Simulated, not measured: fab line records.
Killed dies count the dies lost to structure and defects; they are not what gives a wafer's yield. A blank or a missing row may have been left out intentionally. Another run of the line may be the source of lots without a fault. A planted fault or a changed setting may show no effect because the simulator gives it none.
Matching of chambers | flow nand-harc | cmp-01 running NHARC_A_CHANNEL_FILL_D1_CMP_10: 4 sister chambers
The step polishes, target thk 150 nm. 4 wafers are shown with their chamber, then 9 later ones without.

## WAFERS WITH THEIR CHAMBER
wafer  | chamber | motor-current-A (A)
L086.6 | 1       | 11.5
L091.3 | 0       | 12.4
L091.4 | 3       | 11.3
L091.5 | 2       | 12.0

## WAFERS WITHOUT THEIR CHAMBER
wafer  | motor-current-A (A)
L092.3 | 11.9
L092.4 | 12.4
L092.5 | 11.4
L096.2 | 11.9
L096.4 | 10.7
L096.5 | 11.9
L097.1 | 11.8
L097.3 | 11.4
L097.5 | 12.1

## THE CHAMBER EACH PASSED THROUGH
wafer  | from the rows above               | in truth
L092.3 | can't be placed: 2 or 1 or 0      | 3
L092.4 | can't be placed: 0 or 2           | 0
L092.5 | can't be placed: 1 or 3           | 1
L096.2 | can't be placed: 2 or 1 or 0      | 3
L096.4 | can't be placed: 3 or 1           | 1
L096.5 | can't be placed: 2 or 1 or 0      | 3
L097.1 | can't be placed: 2 or 1 or 3 or 0 | 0
L097.3 | can't be placed: 1 or 3           | 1
L097.5 | can't be placed: 2 or 0           | 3
Placed correctly: 0 of 9. These rows do not allow placing 9 (true chamber among the candidates in 5). Number placed wrongly: 0.
How it was worked out, from the rows above alone: a wafer's distance from a chamber is the root of the sum, over the readings, of the square of ((its reading less the chamber's mean) divided by the reading's scatter). If the next closest chamber is less than 2 further off than the closest, the wafer can't be placed; otherwise it belongs to the closest. For every chamber, the mean is computed from those of its wafers that are shown. The scatter: with one shown wafer a chamber, the root of the mean of the squares of how far each hidden wafer lies from its nearest shown one.
